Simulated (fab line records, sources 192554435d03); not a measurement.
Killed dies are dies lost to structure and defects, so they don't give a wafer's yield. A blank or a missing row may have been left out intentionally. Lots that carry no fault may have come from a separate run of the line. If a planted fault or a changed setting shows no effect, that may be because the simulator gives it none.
Which of the tools did it? + flow n5-finfet + 36 wafers from 13 lots sampled at 3 of the route's 1938 steps

WHAT THE GAUGES READ, wafer by wafer
N5_BEOL_M5_THK_MEAS_01.
| lot  | measured     | on            | M5_ILD_THK (nm)   |
|------|--------------|---------------|-------------------|
| L507 | day 8 07:05  | film-metro-02 | 120.0 122.9       |
| L508 | day 8 14:41  | film-metro-02 | 116.9 119.2       |
| L509 | day 8 16:05  | film-metro-02 | 117.3 123.3 121.2 |
| L510 | day 9 04:34  | film-metro-02 | 120.1 120.0 120.4 |
| L511 | day 9 12:14  | film-metro-02 | 119.6 118.5 121.2 |
| L512 | day 9 14:23  | film-metro-02 | 119.7 120.3       |
| L516 | day 10 13:45 | film-metro-01 | 120.4 120.9 122.5 |
| L518 | day 11 08:45 | film-metro-01 | 120.0 120.7 119.9 |
| L521 | day 11 14:55 | film-metro-01 | 119.2 122.0 121.4 |
| L522 | day 12 04:28 | film-metro-01 | 118.8 121.3 122.1 |
| L526 | day 13 08:02 | film-metro-01 | 118.8 122.2 124.3 |
| L527 | day 13 18:47 | film-metro-01 | 117.9 119.4 121.5 |
| L528 | day 13 20:35 | film-metro-02 | 118.7 118.8 122.4 |

WHICH TOOL RAN EACH LOT (tool, then ch and the chambers of the sampled wafers, then the start)
| lot  | N5_BEOL_M4_ANNEAL_51             | N5_BEOL_M4_PRE_CLEAN_60          |
|------|----------------------------------|----------------------------------|
| L507 | rtp-anneal-01 ch 0, day 8 04:36  | cvd-co-02 ch 0,2, day 8 05:17    |
| L508 | rtp-anneal-01 ch 0, day 8 12:18  | cvd-co-01 ch 1,2, day 8 12:53    |
| L509 | rtp-anneal-02 ch 0, day 8 13:38  | cvd-co-02 ch 0,2, day 8 14:16    |
| L510 | rtp-anneal-01 ch 0, day 9 02:08  | cvd-co-01 ch 0,1,2, day 9 02:46  |
| L511 | rtp-anneal-01 ch 0, day 9 09:46  | cvd-co-01 ch 0,1,2, day 9 10:23  |
| L512 | rtp-anneal-02 ch 0, day 9 11:57  | cvd-co-01 ch 0,1, day 9 12:35    |
| L516 | rtp-anneal-02 ch 0, day 10 11:19 | cvd-co-02 ch 0,1,2, day 10 11:56 |
| L518 | rtp-anneal-02 ch 0, day 11 06:17 | cvd-co-01 ch 0,1,2, day 11 06:55 |
| L521 | rtp-anneal-01 ch 0, day 11 12:31 | cvd-co-01 ch 0,1,2, day 11 13:06 |
| L522 | rtp-anneal-01 ch 0, day 12 01:52 | cvd-co-02 ch 0,1,2, day 12 02:31 |
| L526 | rtp-anneal-01 ch 0, day 13 05:34 | cvd-co-01 ch 0,1, day 13 06:13   |
| L527 | rtp-anneal-01 ch 0, day 13 16:23 | cvd-co-02 ch 0,1,2, day 13 16:59 |
| L528 | rtp-anneal-02 ch 0, day 13 18:07 | cvd-co-02 ch 0,1,2, day 13 18:47 |
- N5_BEOL_M4_ANNEAL_51: time 90 s.
- N5_BEOL_M4_PRE_CLEAN_60: time 15 s.

AS READ BY THE TOOLS THEMSELVES (means over the sampled wafers that have a number; for cases with no such wafer, the mark the record gives instead)
N5_BEOL_M4_ANNEAL_51.
| lot  | tool          | wafer_temp_C_max |
|------|---------------|------------------|
| L507 | rtp-anneal-01 | 226.05           |
| L508 | rtp-anneal-01 | 225.79           |
| L509 | rtp-anneal-02 | 226.01           |
| L510 | rtp-anneal-01 | 226.05           |
| L511 | rtp-anneal-01 | 225.97           |
| L512 | rtp-anneal-02 | 226.12           |
| L516 | rtp-anneal-02 | 226.16           |
| L518 | rtp-anneal-02 | 226.16           |
| L521 | rtp-anneal-01 | 225.84           |
| L522 | rtp-anneal-01 | 225.97           |
| L526 | rtp-anneal-01 | 225.62           |
| L527 | rtp-anneal-01 | 225.96           |
| L528 | rtp-anneal-02 | 226.08           |

N5_BEOL_M4_PRE_CLEAN_60.
| lot  | tool      | heater-power-w (W) |
|------|-----------|--------------------|
| L507 | cvd-co-02 | 85                 |
| L508 | cvd-co-01 | 98                 |
| L509 | cvd-co-02 | 82                 |
| L510 | cvd-co-01 | 87                 |
| L511 | cvd-co-01 | 87                 |
| L512 | cvd-co-01 | 88                 |
| L516 | cvd-co-02 | 90                 |
| L518 | cvd-co-01 | 87                 |
| L521 | cvd-co-01 | 87                 |
| L522 | cvd-co-02 | 92                 |
| L526 | cvd-co-01 | 97                 |
| L527 | cvd-co-02 | 92                 |
| L528 | cvd-co-02 | 92                 |

THE ANSWER, worked out from the rows above alone
Rule: the lots themselves supply what counts as usual. The widest of any qualifying gaps counts: lots, ordered by their means at a reading, are off when they make up no more than a third of the lots, leave a main group of 4 or more, and stand apart from it by 3 or more times the standard deviation of that group's means. If all means in a main group match to the digits the tables above print for the reading, that group is not used. Also off: a lot with no number at a reading for which 4 or more lots have one. The other lots that the step has rows for count as sound. The gauges are gone through in route order, then the tools' own readings, and for those a lot's mean is taken as printed above. The first step at which some lot is off is used, and at that step the reading that is off furthest; a lot without a number counts as furthest.
Across all readings shown, no lot is off: no conclusion can be drawn from this.

WHAT WAS PUT IN BY THE SIMULATOR
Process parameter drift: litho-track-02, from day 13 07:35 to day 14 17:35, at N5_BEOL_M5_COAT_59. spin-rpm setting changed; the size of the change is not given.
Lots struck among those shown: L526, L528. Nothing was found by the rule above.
